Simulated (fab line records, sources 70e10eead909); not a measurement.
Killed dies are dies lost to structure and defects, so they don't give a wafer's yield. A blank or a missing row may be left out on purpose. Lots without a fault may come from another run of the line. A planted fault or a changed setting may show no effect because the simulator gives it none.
fab line records | flow nand_harc | part 2 of 2: steps 23 to 37 of 37
record lots=5 wafers=15 last_day=23
route steps=1159 shown P_STI@78 P_GATE@110
lots that met no fault: from a run of the same line without faults
start_h: hours from the record's first day to the start of the lot's first wafer shown | wait_h: hours since the lot's step before | " the same as in the row above | L1.1+2: a row that stands for several wafers | - no value, or no start given | * or withheld: withheld | < > ~ a bound
route shown NAME@n: a module of which the file shows steps, and the number in the route of the first | usual: mean/standard deviation of fault-free wafers | same: alike in all rows | chamber/n: place in a boat | sites: the reading at each site | _std_site: their standard deviation | _edge_site: outer sites' mean less inner sites' | radius_mm: how far each site lies from the wafer's centre | mask NAME#n: copy n | behind: the tool/chamber that last shaped the wafer | hold: why the lot was held/for how many hours/how that ended | device: the transistor (n, p or np) that didn't switch | end of line: the same wafers' tests at the end of the route | a step without rows: its recipe alone | killed: dies lost to structure and defects at the first sort, not the wafer's yield | map: a wafer's dies, x killed, . not, _ none there
set.NAME: the setting as run; set.NAME@STEP: as run at that earlier step | model.NAME: the simulator's own value behind a step, which no gauge read
lots at some steps of the route; a table a step, a row a wafer
services: from which hour (start_h, from the record's first day; less than 0 if before it) a tool's chamber was out of use, for how many hours, and why
## steps
# step NHARC_P_STI_CMP_21
# recipe t_overpolish_s=20 target_thk_nm=380.67
# usual motor_current_A=11.8/1.4 overpolish_run_s=20.000/0.0098 slurry_filter_dp_kPa=13.50/0.14 slurry_flow_ml_min=150.0/0.43
# columns lot.wafer tool chamber start_h wait_h motor_current_A overpolish_run_s slurry_filter_dp_kPa slurry_flow_ml_min
L079.4 cmp-03 2 83.00 0.5 12.9 20.010 13.73 149.8
L079.2 " 0 " " 14.1 20.010 13.33 149.9
L079.5 " 2 " " 12.8 20.003 13.38 150.3
L083.3 cmp-04 2 111.69 0.4 13.3 19.988 13.27 149.9
L083.4 " 0 " " 10.2 19.996 13.39 150.3
L083.6 " 2 " " 13.2 19.989 13.42 149.6
L090.2 cmp-01 2 150.42 0.4 11.0 19.992 13.30 150.9
L090.4 " 0 " " 13.8 19.999 13.66 149.8
L090.6 " 2 " " 12.1 20.017 13.61 151.0
L091.2 cmp-04 3 163.11 0.4 9.6 19.994 13.68 149.5
L091.3 " 0 " " 9.9 20.000 13.67 149.5
L091.1 " 2 " " 13.3 19.998 13.39 149.7
L092.1 cmp-03 0 163.14 0.4 14.4 19.997 13.50 149.1
L092.4 " 1 " " 11.0 20.007 13.53 150.6
L092.5 " 3 " " 11.8 20.016 13.54 149.8
# step NHARC_P_STI_SRD_35
# columns lot.wafer tool chamber start_h wait_h
L079.2+5+4 wet_bench-06 5,6,2 83.29 0.0
L083.4+6+3 wet_bench-06 6,2,3 111.97 0.0
L090.2+4+6 wet_bench-05 6,7,0 150.74 0.1
L092.1+5+4 wet_bench-01 1,3,4 163.42 0.0
L091.1+3+2 wet_bench-05 6,7,0 163.42 0.0
# step NHARC_P_STI_ETCH_36
# recipe target_depth_a=388 chemistry=dHF material=SiO2
# columns lot.wafer tool chamber start_h wait_h
L079.2+5+4 wet_bench-06 5,6,2 83.31 0.0
L083.4+6+3 wet_bench-06 6,2,3 111.99 0.0
L090.2+4+6 wet_bench-05 6,7,0 150.75 0.0
L092.1+5+4 wet_bench-01 1,3,4 163.44 0.0
L091.1+3+2 wet_bench-05 6,7,0 163.44 0.0
# step NHARC_P_STI_STRIP_24
# recipe temp_c=160 chemistry=H3PO4 material=Si3N4
# columns lot.wafer tool chamber start_h wait_h
L079.2+5+4 wet_bench-06 5,6,2 83.32 0.0
L083.4+6+3 wet_bench-06 6,2,3 112.00 0.0
L090.2+4+6 wet_bench-05 6,7,0 150.78 0.0
L092.1+5+4 wet_bench-01 1,3,4 163.45 0.0
L091.1+3+2 wet_bench-05 6,7,0 163.46 0.0
# step NHARC_P_STI_ETCH_37
# recipe target_depth_a=110 chemistry=dHF material=SiO2
# columns lot.wafer tool chamber start_h wait_h
L079.2+5+4 wet_bench-06 5,6,2 - -
L083.4+6+3 wet_bench-06 6,2,3 - -
L090.2+4+6 wet_bench-05 6,7,0 - -
L092.1+5+4 wet_bench-01 1,3,4 - -
L091.1+3+2 wet_bench-05 6,7,0 - -
# step NHARC_P_STI_PRECLEAN_38
# recipe time_s=* temp_c=50 bath_age_min=0 chemistry=SC1
# same bath_age_min=0
# columns lot.wafer tool chamber start_h wait_h
L079.2+5+4 wet_bench-06 5,6,2 - -
L083.4+6+3 wet_bench-06 6,2,3 - -
L090.2+4+6 wet_bench-05 6,7,0 - -
L092.1+5+4 wet_bench-01 1,3,4 - -
L091.1+3+2 wet_bench-05 6,7,0 - -
# step NHARC_P_STI_SRD_39
# columns lot.wafer tool chamber start_h wait_h
L079.2+5+4 wet_bench-06 5,6,2 - -
L083.4+6+3 wet_bench-06 6,2,3 - -
L090.2+4+6 wet_bench-05 6,7,0 - -
L092.1+5+4 wet_bench-01 1,3,4 - -
L091.1+3+2 wet_bench-05 6,7,0 - -
# step NHARC_P_STI_OXIDE_40
# recipe target_thk_a=100 temp_c=900 ox_time_s=1362 material=SiO2
# usual tube_center_temp_C=900.01/0.086 zone_power_lower_pct=16.8/0.83
# same ox_time_s=1362
# columns lot.wafer tool chamber start_h wait_h tube_center_temp_C zone_power_lower_pct
L079.2 furnace-04 0 87.25 - 899.98 15.6
L079.4 " 0 " " 900 15.6
L079.5 " 0 " " 900 15.9
L083.3 furnace-04 0 118.86 - 900.01 15.5
L083.4 " 0 " " 900.12 15.8
L083.6 " 0 " " 899.93 15.8
L090.2 furnace-07 0 154.85 - 900.05 17.7
L090.4 " 0 " " 900.25 17.4
L090.6 " 0 " " 899.92 17.6
L091.1 furnace-04 0 167.53 - 900.14 15.9
L091.2 " 0 " " 900.2 16.0
L091.3 " 0 " " 900.16 15.8
L092.1 furnace-04 0 167.53 - 900.08 16.0
L092.4 " 0 " " 899.99 15.7
L092.5 " 0 " " 900.01 15.9
# step NHARC_P_STI_INSPECT_25
# usual raw_defect_count=213/82
# columns lot.wafer tool chamber start_h wait_h raw_defect_count
L079.2 defect_inspect-01 - 91.30 0.4 477
L079.4 " - " " 345
L079.5 " - " " 334
L083.3 defect_inspect-02 - 123.00 0.4 334
L083.4 " - " " 225
L083.6 " - " " 184
L090.2 defect_inspect-01 - 158.89 0.4 428
L090.4 " - " " 242
L090.6 " - " " 174
L091.1 defect_inspect-02 - 171.56 0.4 156
L091.2 " - " " 193
L091.3 " - " " 176
L092.1 defect_inspect-01 - 171.56 0.4 163
L092.4 " - " " 294
L092.5 " - " " 176
# step NHARC_P_GATE_ETCH_69
# recipe target_depth_a=140 chemistry=dHF material=SiO2
# columns lot.wafer tool chamber start_h wait_h
L079.2+5+4 wet_bench-09 7,1,3 91.35 0.0
L083.6+3+4 wet_bench-07 0,2,4 123.05 0.0
L090.4+6+2 wet_bench-07 6,7,0 158.96 0.1
L092.1+5+4 wet_bench-03 1,3,4 171.61 0.1
L091.2+1+3 wet_bench-07 4,6,7 171.62 0.1
# step NHARC_P_GATE_PRECLEAN_70
# recipe time_s=* temp_c=50 bath_age_min=0 chemistry=SC1
# same bath_age_min=0
# columns lot.wafer tool chamber start_h wait_h
L079.2+5+4 wet_bench-09 7,1,3 91.45 0.1
L083.6+3+4 wet_bench-07 0,2,4 123.14 0.1
L090.4+6+2 wet_bench-07 6,7,0 159.04 0.1
L092.1+5+4 wet_bench-03 1,3,4 171.70 0.1
L091.2+1+3 wet_bench-07 4,6,7 171.71 0.1
# step NHARC_P_GATE_SRD_01
# columns lot.wafer tool chamber start_h wait_h
L079.2+5+4 wet_bench-09 7,1,3 - -
L083.6+3+4 wet_bench-07 0,2,4 - -
L090.4+6+2 wet_bench-07 6,7,0 - -
L092.1+5+4 wet_bench-03 1,3,4 - -
L091.2+1+3 wet_bench-07 4,6,7 - -
# step NHARC_P_GATE_OXIDE_02
# recipe target_thk_a=375 temp_c=950 p_h2o_torr=720 ox_time_s=365 material=SiO2
# usual tube_center_temp_C=950/0.089 zone_power_lower_pct=19.4/1.3
# same ox_time_s=365
# columns lot.wafer tool chamber start_h wait_h tube_center_temp_C zone_power_lower_pct
L079.2 furnace-05 0 94.33 - 950.03 19.0
L079.4 " 0 " " 950 19.2
L079.5 " 0 " " 950.03 19.0
L083.3 furnace-05 0 127.40 - 950.02 19.1
L083.4 " 0 " " 950.01 18.9
L083.6 " 0 " " 950 19.0
L090.2 furnace-05 0 161.95 - 949.91 18.9
L090.4 " 0 " " 950.01 19.3
L090.6 " 0 " " 950.02 19.3
L091.1 furnace-02 0 174.84 - 950.06 18.4
L091.2 " 0 " " 950 18.3
L091.3 " 0 " " 950.09 18.3
L092.1 furnace-02 0 174.84 - 950.07 18.2
L092.4 " 0 " " 950.1 18.4
L092.5 " 0 " " 950.06 18.5
# step NHARC_P_GATE_DEHYDRATE_03
# recipe temp_c=150 time_s=120
# usual chill_plate_temp_C=22.99/0.099 plate_temp_C=150.01/0.14
# columns lot.wafer tool chamber start_h wait_h chill_plate_temp_C plate_temp_C
L079.2 litho_track-03 0 98.91 0.4 23.07 150.09
L079.4 " 0 " " 22.92 150.13
L079.5 " 0 " " 23.01 150.00
L083.3 litho_track-02 0 132.03 0.4 22.79 149.72
L083.4 " 0 " " 22.89 150.17
L083.6 " 0 " " 22.80 150.21
L090.2 litho_track-07 0 166.55 0.4 23.02 149.84
L090.4 " 0 " " 23.08 149.82
L090.6 " 0 " " 23.11 150.05
L091.1 litho_track-02 0 179.36 0.4 23.18 150.14
L091.2 " 0 " " 23.10 150.06
L091.3 " 0 " " 23.22 149.86
L092.1 litho_track-07 0 179.36 0.4 22.94 150.11
L092.4 " 0 " " 23.23 150.22
L092.5 " 0 " " 23.02 150.35
# step NHARC_P_GATE_HMDS_04
# recipe time_s=30
# usual chill_plate_temp_C=23.01/0.1
# columns lot.wafer tool chamber start_h wait_h chill_plate_temp_C
L079.2 litho_track-03 0 - - 23.01
L079.4 " 0 " " 22.98
L079.5 " 0 " " 23.01
L083.3 litho_track-02 0 - - 22.98
L083.4 " 0 " " 23.01
L083.6 " 0 " " 23.13
L090.2 litho_track-07 0 - - 23.12
L090.4 " 0 " " 22.76
L090.6 " 0 " " 22.88
L091.1 litho_track-02 0 - - 22.99
L091.2 " 0 " " 23.08
L091.3 " 0 " " 23.01
L092.1 litho_track-07 0 - - 23.18
L092.4 " 0 " " 23.07
L092.5 " 0 " " 23.03
## services
# columns tool chamber start_h hours kind
cmp-04 - 43.79 4.0 pm
cmp-03 - 58.00 4.0 pm
litho_track-05 - 62.00 7.0 pm
rie_si-05 - 62.00 9.0 pm
rie_diel-06 - 64.20 9.0 pm
rie_diel-09 - 77.10 9.0 pm
krf_scanner-01 - 77.76 0.3 repair
wet_bench-07 - 79.16 1.9 repair
cmp-03 - 81.32 1.4 repair
krf_scanner-01 - 84.00 4.0 pm
wet_bench-07 - 96.00 8.0 pm
hdpcvd-01 - 111.36 13.0 pm
rie_diel-06 3 111.42 8.4 repair
wet_bench-09 - 112.80 8.0 pm
rie_diel-06 2 113.18 4.5 repair
rie_diel-06 1 115.19 13.4 repair
rie_diel-09 3 122.97 5.7 repair
rie_diel-06 2 127.75 8.4 repair
wet_bench-06 - 129.60 8.0 pm
wet_bench-03 - 146.40 8.0 pm
hdpcvd-01 - 150.59 1.7 repair
rie_diel-11 - 164.47 1.6 repair
litho_track-02 - 165.00 7.0 pm
rie_diel-11 0 169.64 10.9 repair
